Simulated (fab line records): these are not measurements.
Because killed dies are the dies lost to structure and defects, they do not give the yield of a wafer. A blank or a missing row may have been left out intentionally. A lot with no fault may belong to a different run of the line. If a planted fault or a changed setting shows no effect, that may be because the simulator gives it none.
fab line records	flow nandHarc
[record] lots = 24	wafers = 72	lastDay = 24
route steps=1159 shown A_CONTACT@947 A_BLC@975 A_M1@1046
lots untouched by any fault: they come from a run of this same line in which no faults occurred
startH: start of the lot's first displayed wafer, in hours after the record's first day	waitH: hours from the lot's prior step to this one	" unchanged from the row above	L1.1+2: one row covering several wafers at once	- no value, or no start given	* or withheld: withheld	< > ~ a bound
route shown NAME@n: names a module that has steps shown in the file, with the first one's number in the route	usual: the fault-free wafers' mean and standard deviation	same: alike in all rows	chamber/n: place in a boat	sites: each site's reading	_std_site: the values' standard deviation	_edge_site: the outer-site mean with the inner-site mean subtracted	radiusMm: how far each site lies from the wafer's centre	mask NAME#n: copy n	behind: the most recent tool/chamber to have shaped the wafer	hold: reason for holding the lot/hours on hold/outcome of the hold	device: transistor that didn't switch, given as n, p or np	end of line: tests run on the same wafers once the route is complete	a step given without rows: its recipe and nothing more	killed: the dies lost at the first sort to structure and to defects; this is not the yield of the wafer	map: a wafer's dies, x killed, . not, _ none there
set.NAME: the run value of the setting; set.NAME@STEP: its run value at that earlier step	model.NAME: the simulator's own value behind a step, which no gauge read
one table for each step of the route and one row for each wafer, over a sample of lots
services: when a tool's chamber went out of use (startH, in hours from the record's first day, below 0 if earlier), for how many hours, and the reason
[[steps]]
[step NHARC_A_CONTACT_ETCH_138]
[recipe] sourceW = withheld	pressureMtorr = 20	biasV = 3000	timeS = 132	targetDepthA = 12890	arFlowSccm = withheld	c4f8FlowSccm = withheld	o2FlowSccm = withheld	chemistry = C4F8/O2/Ar
lot.wafer	tool	chamber	startH	waitH	rfHoursCounterH
L074.2	harCapEtch-03	0	379.26	0.1	80
L074.1	"	1	"	"	80
L074.3	"	1	"	"	-
L075.2	harCapEtch-03	1	384.80	0.1	82
L075.1	"	0	"	"	82
L075.4	"	1	"	"	-
L077.4	harCapEtch-03	1	394.82	0.1	-
L077.3	"	0	"	"	-
L077.6	"	1	"	"	-
L076.1	harCapEtch-01	1	398.44	0.1	61
L076.3	"	0	"	"	-
L076.6	"	1	"	"	-
L079.2	harCapEtch-03	1	410.65	0.1	86
L079.4	"	1	"	"	-
L079.6	"	1	"	"	-
L078.2	harCapEtch-02	1	417.43	0.1	17
L078.3	"	1	"	"	-
L078.6	"	1	"	"	-
L080.1	harCapEtch-03	0	428.77	0.1	88
L080.4	"	1	"	"	-
L080.6	"	1	"	"	-
L081.1	harCapEtch-02	0	434.88	0.1	19
L081.4	"	1	"	"	-
L081.5	"	1	"	"	-
L084.1	harCapEtch-02	1	443.46	0.1	21
L084.3	"	1	"	"	-
L084.6	"	1	"	"	-
L083.1	harCapEtch-01	0	450.30	0.1	69
L083.3	"	0	"	"	-
L083.6	"	1	"	"	-
L082.1	harCapEtch-03	1	452.83	0.1	92
L082.4	"	1	"	"	-
L082.5	"	0	"	"	-
L086.1	harCapEtch-03	1	458.76	0.1	94
L086.2	"	0	"	"	94
L086.3	"	1	"	"	-
L085.1	harCapEtch-03	1	462.56	0.1	95
L085.3	"	1	"	"	-
L085.4	"	0	"	"	-
L088.1	harCapEtch-02	0	462.91	0.1	27
L088.2	"	1	"	"	27
L088.5	"	0	"	"	-
L087.4	harCapEtch-02	0	469.83	0.1	-
L087.6	"	0	"	"	-
L087.5	"	1	"	"	-
L089.2	harCapEtch-03	0	471.37	0.1	98
L089.3	"	0	"	"	-
L089.6	"	1	"	"	-
L092.1	harCapEtch-01	0	473.15	0.1	76
L092.2	"	1	"	"	76
L092.3	"	1	"	"	-
L090.2	harCapEtch-01	1	475.94	0.1	77
L090.1	"	0	"	"	77
L090.5	"	0	"	"	-
L091.2	harCapEtch-01	1	481.89	0.1	77
L091.4	"	1	"	"	-
L091.6	"	0	"	"	-
L093.2	harCapEtch-01	0	491.33	0.1	78
L093.5	"	0	"	"	-
L093.6	"	1	"	"	-
L094.4	harCapEtch-02	1	492.58	0.1	-
L094.6	"	1	"	"	-
L094.5	"	0	"	"	-
L096.4	harCapEtch-03	1	507.63	0.1	-
L096.6	"	0	"	"	-
L096.5	"	1	"	"	-
L097.1	harCapEtch-01	0	509.64	0.1	81
L097.4	"	1	"	"	-
L097.6	"	0	"	"	-
L095.2	harCapEtch-02	1	514.81	0.1	36
L095.1	"	0	"	"	36
L095.5	"	0	"	"	-
[step NHARC_A_BLC_OVL_MEAS_11]
[usual] overlayXNm = 0.1/0.87	overlayYNm = 0.0/0.67
lot.wafer	tool	chamber	startH	waitH	overlayXNm	overlayYNm
L074.1	overlay-02	-	384.25	-	-0.4	0.0
L074.2	"	-	"	"	-1.0	0.6
L074.3	"	-	"	"	-1.1	0.2
L075.1	overlay-01	-	393.20	-	-0.7	-0.4
L075.2	"	-	"	"	-1.1	0.4
L075.4	"	-	"	"	-1.4	0.5
L077.3	overlay-02	-	401.76	-	-1.0	0.1
L077.4	"	-	"	"	-0.8	-0.3
L077.6	"	-	"	"	-0.7	-0.6
L076.1	overlay-02	-	402.48	-	0.5	-0.5
L076.3	"	-	"	"	-0.4	-0.9
L076.6	"	-	"	"	0.1	-0.2
L079.2	overlay-02	-	421.49	-	1.4	0.3
L079.4	"	-	"	"	2.3	0.3
L079.6	"	-	"	"	1.7	0.8
L078.2	overlay-02	-	427.68	-	-0.7	0.0
L078.3	"	-	"	"	-0.9	0.0
L078.6	"	-	"	"	-0.2	-0.1
L080.1	overlay-01	-	432.99	-	1.3	-0.1
L080.4	"	-	"	"	1.9	-0.5
L080.6	"	-	"	"	1.1	-0.1
L081.1	overlay-02	-	441.48	-	-0.7	0.8
L081.4	"	-	"	"	-0.4	1.5
L081.5	"	-	"	"	-0.9	1.3
L084.1	overlay-02	-	450.10	-	1.0	-0.5
L084.3	"	-	"	"	0.7	-0.5
L084.6	"	-	"	"	0.5	-1.3
L083.1	overlay-02	-	455.95	-	0.0	-1.4
L083.3	"	-	"	"	-0.5	-1.0
L083.6	"	-	"	"	-0.4	-1.1
L082.1	overlay-02	-	456.82	-	0.6	-0.7
L082.4	"	-	"	"	1.0	-0.4
L082.5	"	-	"	"	0.7	-0.5
L086.1	overlay-02	-	469.59	-	0.0	0.9
L086.2	"	-	"	"	-0.1	0.6
L086.3	"	-	"	"	0.0	0.5
L085.1	overlay-01	-	470.30	-	0.2	0.1
L085.3	"	-	"	"	0.2	0.4
L085.4	"	-	"	"	0.0	0.0
L088.1	overlay-01	-	471.04	-	1.3	-0.8
L088.2	"	-	"	"	0.6	-0.9
L088.5	"	-	"	"	0.9	-0.7
L087.4	overlay-02	-	473.56	-	-1.3	-0.7
L087.5	"	-	"	"	-2.2	-1.1
L087.6	"	-	"	"	-1.2	-0.9
L089.2	overlay-01	-	475.02	-	-0.5	0.8
L089.3	"	-	"	"	-0.5	0.3
L089.6	"	-	"	"	-0.7	0.7
L092.1	overlay-01	-	476.92	-	0.3	-0.1
L092.2	"	-	"	"	-0.2	0.3
L092.3	"	-	"	"	-0.6	0.1
L090.1	overlay-01	-	479.93	-	0.4	0.6
L090.2	"	-	"	"	0.3	0.9
L090.5	"	-	"	"	0.8	0.5
L091.2	overlay-01	-	496.11	-	0.6	-0.6
L091.4	"	-	"	"	0.7	-0.5
L091.6	"	-	"	"	1.1	-0.8
L093.2	overlay-01	-	497.49	-	1.8	0.3
L093.5	"	-	"	"	1.5	0.6
L093.6	"	-	"	"	1.3	-0.1
L094.4	overlay-01	-	497.77	-	-0.2	0.7
L094.5	"	-	"	"	-0.5	0.9
L094.6	"	-	"	"	0.1	1.0
L096.4	overlay-01	-	512.35	-	0.9	0.1
L096.5	"	-	"	"	0.8	0.2
L096.6	"	-	"	"	0.5	0.3
L097.1	overlay-02	-	517.47	-	0.4	0.2
L097.4	"	-	"	"	0.1	-0.1
L097.6	"	-	"	"	0.5	0.6
L095.1	overlay-01	-	523.29	-	-0.3	0.1
L095.2	"	-	"	"	0.1	0.3
L095.5	"	-	"	"	-0.5	0.3
[step NHARC_A_BLC_ETCH_18]
[recipe] targetDepthA = 9100	c4f8FlowSccm = 20	o2FlowSccm = 10	arFlowSccm = withheld	rfW = 600	biasW = 1500	chemistry = C4F8/O2/Ar
[usual] oesProductAu = 0.957/0.021	rfVppV = 979/5.6
lot.wafer	tool	chamber	startH	waitH	oesProductAu	rfHoursCounterH	rfVppV
L074.2	rieDiel-06	3	-	-	0.978	15	978
L074.3	"	0	"	"	0.976	15	975
L074.1	"	1	"	"	0.991	14	979
L075.2	rieDiel-06	0	-	-	0.979	17	973
L075.1	"	3	"	"	0.989	16	979
L075.4	"	3	"	"	0.989	-	979
L077.4	rieDiel-12	0	-	-	0.946	2	985
L077.3	"	3	"	"	0.981	2	968
L077.6	"	1	"	"	0.944	-	975
L076.3	rieDiel-06	0	-	-	0.938	18	974
L076.1	"	1	"	"	0.941	16	979
L076.6	"	2	"	"	0.899	-	986
L079.4	rieDiel-12	0	-	-	0.931	5	985
L079.2	"	1	"	"	0.953	5	975
L079.6	"	3	"	"	0.951	-	968
L078.2	rieDiel-12	1	-	-	0.967	5	976
L078.3	"	2	"	"	0.970	4	980
L078.6	"	0	"	"	0.968	-	987
L080.1	rieDiel-12	3	-	-	0.967	5	968
L080.4	"	0	"	"	0.966	6	986
L080.6	"	3	"	"	0.961	-	970
L081.1	rieDiel-12	1	-	-	0.942	7	976
L081.4	"	0	"	"	0.958	7	986
L081.5	"	2	"	"	0.962	-	980
L084.1	rieDiel-12	3	-	-	0.975	7	969
L084.3	"	0	"	"	0.964	7	985
L084.6	"	1	"	"	0.975	-	976
L083.3	rieDiel-06	1	-	-	0.943	3	980
L083.1	"	2	"	"	0.950	3	986
L083.6	"	1	"	"	0.942	-	980
L082.1	rieDiel-12	1	-	-	0.974	8	976
L082.4	"	3	"	"	0.963	7	967
L082.5	"	2	"	"	0.967	-	980
L086.2	rieDiel-06	2	-	-	0.972	4	987
L086.1	"	0	"	"	0.980	4	973
L086.3	"	1	"	"	0.945	5	979
L085.1	rieDiel-06	2	-	-	0.954	5	987
L085.3	"	3	"	"	0.959	3	978
L085.4	"	1	"	"	0.924	5	979
L088.2	rieDiel-02	3	-	-	0.917	50	971
L088.1	"	2	"	"	0.932	50	980
L088.5	"	0	"	"	0.931	-	988
L087.4	rieDiel-02	0	-	-	0.978	54	985
L087.6	"	1	"	"	0.977	-	982
L087.5	"	2	"	"	0.966	-	979
L089.3	rieDiel-12	0	-	-	0.975	9	987
L089.2	"	2	"	"	0.972	10	981
L089.6	"	3	"	"	0.993	-	970
L092.3	rieDiel-12	1	-	-	0.939	10	977
L092.2	"	2	"	"	0.981	10	982
L092.1	"	3	"	"	0.981	10	966
L090.1	rieDiel-06	0	-	-	0.947	6	973
L090.2	"	3	"	"	0.955	4	979
L090.5	"	1	"	"	0.920	-	980
L091.4	rieDiel-06	2	-	-	0.977	7	985
L091.2	"	1	"	"	0.947	8	981
L091.6	"	3	"	"	0.966	-	978
L093.2	rieDiel-06	2	-	-	0.997	8	987
L093.5	"	1	"	"	0.941	-	978
L093.6	"	2	"	"	1.001	-	986
L094.4	rieDiel-12	1	-	-	0.958	13	977
L094.5	"	3	"	"	0.974	-	968
L094.6	"	0	"	"	0.958	-	985
L096.4	rieDiel-06	2	-	-	0.935	10	988
L096.5	"	2	"	"	0.938	-	985
L096.6	"	3	"	"	0.931	-	978
L097.1	rieDiel-06	0	-	-	0.946	10	972
L097.4	"	1	"	"	0.916	11	979
L097.6	"	3	"	"	0.933	-	978
L095.1	rieDiel-06	1	-	-	0.905	12	980
L095.2	"	3	"	"	0.926	9	977
L095.5	"	1	"	"	0.899	-	981
[step NHARC_A_BLC_CD_MEAS_19]
[usual] cdNm = 99.9/2.5
lot.wafer	tool	chamber	startH	waitH	cdNm
L074.1	cdSem-02	-	385.32	-	98.2
L074.2	"	-	"	"	97.7
L074.3	"	-	"	"	99.1
L075.1	cdSem-01	-	394.45	-	93.3
L075.2	"	-	"	"	95.2
L075.4	"	-	"	"	97.0
L077.3	cdSem-03	-	402.83	-	104.7
L077.4	"	-	"	"	97.5
L077.6	"	-	"	"	100.8
L076.1	cdSem-02	-	403.69	-	100.6
L076.3	"	-	"	"	96.9
L076.6	"	-	"	"	98.3
L079.2	cdSem-03	-	422.58	-	102.1
L079.4	"	-	"	"	96.7
L079.6	"	-	"	"	102.4
L078.2	cdSem-01	-	428.75	-	99.9
L078.3	"	-	"	"	96.9
L078.6	"	-	"	"	97.7
L080.1	cdSem-02	-	434.06	-	105.8
L080.4	"	-	"	"	98.9
L080.6	"	-	"	"	105.5
L081.1	cdSem-03	-	442.55	-	102.8
L081.4	"	-	"	"	96.9
L081.5	"	-	"	"	101.9
L084.1	cdSem-03	-	451.15	-	99.5
L084.3	"	-	"	"	97.2
L084.6	"	-	"	"	100.2
L083.1	cdSem-02	-	457.20	-	99.0
L083.3	"	-	"	"	98.3
L083.6	"	-	"	"	99.5
L082.1	cdSem-01	-	457.88	-	99.6
L082.4	"	-	"	"	105.4
L082.5	"	-	"	"	102.7
L086.1	cdSem-01	-	470.90	-	100.6
L086.2	"	-	"	"	98.2
L086.3	"	-	"	"	99.9
L085.1	cdSem-02	-	471.73	-	99.5
L085.3	"	-	"	"	99.0
L085.4	"	-	"	"	97.6
L088.1	cdSem-03	-	472.12	-	97.6
L088.2	"	-	"	"	101.0
L088.5	"	-	"	"	97.6
L087.4	cdSem-03	-	474.63	-	102.4
L087.5	"	-	"	"	99.8
L087.6	"	-	"	"	100.7
L089.2	cdSem-02	-	476.08	-	103.0
L089.3	"	-	"	"	99.3
L089.6	"	-	"	"	105.0
L092.1	cdSem-01	-	477.98	-	98.3
L092.2	"	-	"	"	99.0
L092.3	"	-	"	"	100.5
L090.1	cdSem-01	-	480.99	-	100.2
L090.2	"	-	"	"	99.3
L090.5	"	-	"	"	97.7
L091.2	cdSem-03	-	497.17	-	97.9
L091.4	"	-	"	"	97.8
L091.6	"	-	"	"	96.7
L093.2	cdSem-01	-	498.56	-	98.4
L093.5	"	-	"	"	98.7
L093.6	"	-	"	"	97.0
L094.4	cdSem-02	-	498.84	-	102.8
L094.5	"	-	"	"	104.4
L094.6	"	-	"	"	98.6
L096.4	cdSem-01	-	513.51	-	97.0
L096.5	"	-	"	"	98.6
L096.6	"	-	"	"	97.6
L097.1	cdSem-01	-	518.53	-	104.6
L097.4	"	-	"	"	101.1
L097.6	"	-	"	"	100.6
L095.1	cdSem-03	-	524.35	-	102.0
L095.2	"	-	"	"	103.0
L095.5	"	-	"	"	97.3
[step NHARC_A_M1_DEGAS_29]
[recipe] tempC = 250	timeS = 60
[usual] heaterPowerW = 330/34
lot.wafer	tool	chamber	startH	waitH	heaterPowerW
L074.2	pvdSputter-03	-	398.13	-	341
L074.3	"	-	"	"	300
L074.1	"	-	"	"	362
L075.4	pvdSputter-02	-	407.08	-	351
L075.1	"	-	"	"	297
L075.2	"	-	"	"	359
L077.3	pvdSputter-03	-	411.96	-	302
L077.4	"	-	"	"	363
L077.6	"	-	"	"	297
L076.1	pvdSputter-02	-	412.71	-	300
L076.3	"	-	"	"	351
L076.6	"	-	"	"	295
L079.4	pvdSputter-02	-	434.03	-	355
L079.2	"	-	"	"	349
L079.6	"	-	"	"	347
L078.3	pvdSputter-03	-	437.45	-	335
L078.2	"	-	"	"	293
L078.6	"	-	"	"	350
L080.4	pvdSputter-01	-	446.72	-	252
L080.1	"	-	"	"	339
L080.6	"	-	"	"	254
L081.1	pvdSputter-01	-	455.47	-	345
L081.4	"	-	"	"	360
L081.5	"	-	"	"	340
L084.3	pvdSputter-01	-	461.32	-	356
L084.1	"	-	"	"	352
L084.6	"	-	"	"	348
L083.3	pvdSputter-02	-	465.58	-	300
L083.1	"	-	"	"	390
L083.6	"	-	"	"	341
L082.1	pvdSputter-02	-	466.13	-	342
L082.4	"	-	"	"	299
L082.5	"	-	"	"	303
L086.3	pvdSputter-01	-	479.21	-	253
L086.1	"	-	"	"	346
L086.2	"	-	"	"	346
L085.4	pvdSputter-02	-	480.23	-	383
L085.3	"	-	"	"	295
L085.1	"	-	"	"	349
L088.1	pvdSputter-02	-	480.44	-	341
L088.2	"	-	"	"	313
L088.5	"	-	"	"	393
L087.4	pvdSputter-01	-	482.74	-	348
L087.5	"	-	"	"	347
L087.6	"	-	"	"	334
L089.2	pvdSputter-01	-	484.96	-	354
L089.3	"	-	"	"	251
L089.6	"	-	"	"	344
L092.1	pvdSputter-02	-	486.16	-	335
L092.2	"	-	"	"	314
L092.3	"	-	"	"	344
L090.2	pvdSputter-01	-	497.94	-	357
L090.1	"	-	"	"	345
L090.5	"	-	"	"	347
L091.2	pvdSputter-03	-	507.72	-	286
L091.4	"	-	"	"	323
L091.6	"	-	"	"	297
L093.2	pvdSputter-01	-	508.08	-	351
L093.6	"	-	"	"	342
L093.5	"	-	"	"	346
L094.4	pvdSputter-03	-	508.83	-	352
L094.5	"	-	"	"	325
L094.6	"	-	"	"	300
L096.4	pvdSputter-02	-	528.36	-	349
L096.5	"	-	"	"	347
L096.6	"	-	"	"	297
L097.4	pvdSputter-03	-	533.57	-	302
L097.1	"	-	"	"	354
L097.6	"	-	"	"	329
L095.2	pvdSputter-01	-	541.56	-	350
L095.1	"	-	"	"	250
L095.5	"	-	"	"	349
[step NHARC_A_M1_PVD_20]
[recipe] targetThkA = 50	biasV = 168.6	powerW = 15000	chamberPressurePa = 0.12	timeS = 8.06	substrateTempC = 50	material = TaN
[usual] throttleValvePct = 30.0/0.95
lot.wafer	tool	chamber	startH	waitH	throttleValvePct
L074.2	pvdSputter-03	-	-	-	30.0
L074.3	"	-	"	"	30.4
L074.1	"	-	"	"	30.3
L075.4	pvdSputter-02	-	-	-	29.7
L075.1	"	-	"	"	30.5
L075.2	"	-	"	"	29.4
L077.3	pvdSputter-03	-	-	-	30.2
L077.4	"	-	"	"	30.0
L077.6	"	-	"	"	30.5
L076.1	pvdSputter-02	-	-	-	29.7
L076.3	"	-	"	"	30.5
L076.6	"	-	"	"	29.6
L079.2	pvdSputter-02	-	-	-	29.5
L079.4	"	-	"	"	30.6
L079.6	"	-	"	"	30.3
L078.3	pvdSputter-03	-	-	-	32.2
L078.2	"	-	"	"	30.3
L078.6	"	-	"	"	30.4
L080.1	pvdSputter-01	-	-	-	28.0
L080.4	"	-	"	"	30.3
L080.6	"	-	"	"	29.7
L081.4	pvdSputter-01	-	-	-	27.8
L081.1	"	-	"	"	29.3
L081.5	"	-	"	"	30.4
L084.1	pvdSputter-01	-	-	-	30.0
L084.3	"	-	"	"	27.8
L084.6	"	-	"	"	29.5
L083.1	pvdSputter-02	-	-	-	31.0
L083.3	"	-	"	"	29.4
L083.6	"	-	"	"	30.5
L082.4	pvdSputter-02	-	-	-	30.6
L082.1	"	-	"	"	31.0
L082.5	"	-	"	"	30.6
L086.2	pvdSputter-01	-	-	-	28.0
L086.3	"	-	"	"	29.8
L086.1	"	-	"	"	30.0
L085.3	pvdSputter-02	-	-	-	30.3
L085.1	"	-	"	"	29.5
L085.4	"	-	"	"	31.1
L088.1	pvdSputter-02	-	-	-	29.3
L088.2	"	-	"	"	29.6
L088.5	"	-	"	"	29.6
L087.4	pvdSputter-01	-	-	-	29.5
L087.5	"	-	"	"	30.1
L087.6	"	-	"	"	27.8
L089.3	pvdSputter-01	-	-	-	30.1
L089.2	"	-	"	"	29.5
L089.6	"	-	"	"	30.4
L092.2	pvdSputter-02	-	-	-	29.5
L092.1	"	-	"	"	31.0
L092.3	"	-	"	"	29.6
L090.2	pvdSputter-01	-	-	-	30.3
L090.1	"	-	"	"	27.7
L090.5	"	-	"	"	30.1
L091.2	pvdSputter-03	-	-	-	30.7
L091.4	"	-	"	"	31.3
L091.6	"	-	"	"	30.7
L093.2	pvdSputter-01	-	-	-	27.7
L093.5	"	-	"	"	28.3
L093.6	"	-	"	"	29.5
L094.4	pvdSputter-03	-	-	-	31.2
L094.6	"	-	"	"	31.3
L094.5	"	-	"	"	31.4
L096.4	pvdSputter-02	-	-	-	31.2
L096.5	"	-	"	"	30.1
L096.6	"	-	"	"	29.4
L097.4	pvdSputter-03	-	-	-	31.2
L097.1	"	-	"	"	30.6
L097.6	"	-	"	"	31.2
L095.1	pvdSputter-01	-	-	-	29.5
L095.2	"	-	"	"	27.9
L095.5	"	-	"	"	29.9
[[services]]
tool	chamber	startH	hours	kind
rieDiel-12	-	364.80	0.3	repair
rieDiel-12	2	370.48	19.1	repair
rieDiel-06	0	372.76	-	clean
rieDiel-06	1	372.76	-	clean
rieDiel-06	2	372.76	-	clean
rieDiel-06	3	372.76	-	clean
rieDiel-12	-	379.47	9.0	pm
rieDiel-06	3	387.70	2.5	repair
rieDiel-06	1	390.71	3.5	repair
pvdSputter-02	-	392.00	10.0	pm
rieDiel-06	0	397.26	-	clean
rieDiel-02	1	414.30	18.2	repair
harCapEtch-03	-	416.76	1.5	repair
rieDiel-06	-	416.99	2.3	repair
rieDiel-06	-	419.30	9.0	pm
rieDiel-06	3	454.55	16.7	repair
pvdSputter-03	-	458.00	10.0	pm
rieDiel-12	-	458.11	0.2	repair
harCapEtch-01	-	479.35	0.7	repair
rieDiel-02	-	505.92	9.0	pm
rieDiel-12	3	508.71	1.9	repair
pvdSputter-01	-	514.02	10.0	pm
harCapEtch-03	-	514.14	0.7	repair
rieDiel-02	1	516.14	4.4	repair
[[key]]
fault none
